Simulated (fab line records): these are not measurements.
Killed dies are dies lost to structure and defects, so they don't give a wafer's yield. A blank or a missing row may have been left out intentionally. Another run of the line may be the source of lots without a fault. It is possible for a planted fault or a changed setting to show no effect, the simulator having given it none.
Chamber matching    flow nand harc    4 sister chambers for NHARC_P_BONDPAD_ACTIVATE_29 on rie diel-11
The step chemistry N2, time 60 s. 4 wafers are shown with their chamber, then 8 later ones without.

WAFERS, EACH WITH ITS CHAMBER
wafer   chamber  showerhead plenum p Torr (Torr)
L247.3  3        1.78
L252.6  0        1.84
L253.6  2        1.90
L255.1  1        1.84

WAFERS WITHOUT THEIR CHAMBER
wafer   showerhead plenum p Torr (Torr)
L255.2  1.90
L255.4  1.78
L259.3  1.84
L259.4  1.78
L259.6  1.84
L260.1  1.83
L260.2  1.78
L260.4  1.90

WHICH CHAMBER EACH WENT THROUGH
wafer   from the rows above      in truth
L255.2  2                        2
L255.4  3                        3
L259.3  can't be placed: 0 or 1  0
L259.4  3                        3
L259.6  can't be placed: 0 or 1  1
L260.1  can't be placed: 0 or 1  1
L260.2  3                        3
L260.4  2                        2
5 of 8 placed correctly. Cannot be placed on the basis of these rows: 3; the candidates contain the true chamber in 3. Wrongly placed: 0.
How it was worked out, from the rows above alone: a wafer's distance from a chamber is the root of the sum, over the readings, of the square of ((its reading less the chamber's mean) divided by the reading's scatter). If the next closest chamber is less than 2 further off than the closest, the wafer can't be placed; otherwise it belongs to the closest. The mean given for a chamber averages the wafers shown for that chamber. The scatter (one wafer shown for each chamber): square how far every hidden wafer sits from the nearest shown wafer, average those squares and take the square root.
